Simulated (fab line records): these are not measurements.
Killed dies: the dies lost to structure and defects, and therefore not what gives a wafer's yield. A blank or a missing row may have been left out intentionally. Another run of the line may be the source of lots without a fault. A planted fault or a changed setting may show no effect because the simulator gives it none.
Comparing a struck lot with a sound one | flow nand_harc | 14 out of 1302 route steps
Sound: these wafers, L598.1, L598.4, L598.6. Wafers L599.1, L599.3, L599.4 were the ones struck. The cause is given at the end.
Each step with rows lists, per side, the tool, then ch with its chambers, then its first start. Under that, the readings that differ: sound wafers | struck wafers | difference of the means | sigmas: that difference in standard deviations of wafers without a fault.
alike: same words and numbers on both sides, and readings whose means sit less than 2 such deviations apart. not compared: any withheld reading, any reading some wafer has no value for, any bound like >300 that may hide the same value, and any number with overlapping values for which the record gives no deviation.
A row with sigmas, a row that says differs or no value, or rows on one side alone: a step with any of these is where the two part. Numbers that have no deviation but don't overlap get no sigmas and don't part them. Lack of a reading on every wafer of one side parts them only where that side has two or more wafers.

NHARC_A_STAIRCASE_ETCH_313: etches the open film in CF4/CHF3.
  sound on rie_diel-01 ch 0,2, day 23 04:34; struck on rie_diel-01 ch 1,2,3, day 23 04:29
  alike: drypump_motor_current_A, oes_product_au, rf_vpp_V, showerhead_plenum_p_Torr, throttle_valve_pct
  not compared: rf_hours_counter_h
NHARC_A_STAIRCASE_HM_OPEN_463: chemistry O2/COS.
  sound: rie_diel-01 ch 1,2,3; struck: rie_diel-01 ch 0,1,3
  alike: drypump_motor_current_A, oes_product_au, rf_vpp_V, showerhead_plenum_p_Torr, throttle_valve_pct
  not compared: rf_hours_counter_h
then, 1 step without rows for these wafers: NHARC_A_STAIRCASE_STRIP_464 (strips in O2/COS).
NHARC_A_STAIRCASE_ETCH_453: etches the open film in CF4/O2, target depth 30 nm, overetch 3 nm, time 16.5 s.
  sound: rie_diel-01 ch 0,2,3; struck: rie_diel-01 ch 0,2,3
  alike: drypump_motor_current_A, oes_product_au, rf_vpp_V, showerhead_plenum_p_Torr, throttle_valve_pct
  not compared: rf_hours_counter_h
then, 5 steps without rows for these wafers: NHARC_A_STAIRCASE_ETCH_315 (etches the open film in C4F8/O2/Ar, target depth 2500 nm, time 607.1 s); NHARC_A_STAIRCASE_STRIP_316 (strips in O2); NHARC_A_STAIRCASE_STRIP_317 (strips in SPM, time 900 s); NHARC_A_STAIRCASE_PRECLEAN_318 (cleans in SC1); NHARC_A_STAIRCASE_SRD_329.
NHARC_A_STAIRCASE_ALD_415: deposits SiO2, target thk 30 nm, pulse time 6 s, ald cycles 300.
  sound on ald_hk-03 ch 1,3, day 23 06:41; struck on ald_hk-01 ch 0,1,3, day 23 06:31
  alike: heater_power_w, precursor_pulse_height_rel
  not compared: since_wet_clean_h
then, 1 step without rows for these wafers: NHARC_A_STAIRCASE_ETCHBACK_416 (etches the open film in C4F8/O2/Ar, target depth 36 nm, time 7.2 s).
NHARC_A_STAIRCASE_STRIP_476: strips in O2, time 20 s.
  sound on rie_diel-13 ch 0,2,3, day 23 08:53; struck on rie_diel-13 ch 1,2,3, day 23 08:44
  no value came back on the struck wafers for any of 7 readings (bias_w (W), chamber_pressure_mTorr (mTorr) and others); on the sound wafers bias_w (W) reads 0 0 0
  not compared: rf_hours_counter_h
NHARC_A_STAIRCASE_DEP_417: deposits Si3N4, target thk 60 nm.
  sound on pecvd-04 ch 0,2, day 23 09:09; struck on pecvd-04 ch 0,2, day 23 08:53
  alike: heater_power_w
  not compared: since_wet_clean_h
-- record jumps: 7 days between struck wafers' starts before vs after; left off in module A_STAIRCASE, resumes in module END, first step shown is number 1302 of the route --
NHARC_END_SORT_01:
  at this point the record logs the struck wafers (prober-01 ch 0, day 30 11:50) and has no rows for the sound ones

== WHERE THEY PART ==
First at NHARC_A_STAIRCASE_STRIP_476; last, within this record, at NHARC_END_SORT_01.

WHY: the cause the simulator had injected
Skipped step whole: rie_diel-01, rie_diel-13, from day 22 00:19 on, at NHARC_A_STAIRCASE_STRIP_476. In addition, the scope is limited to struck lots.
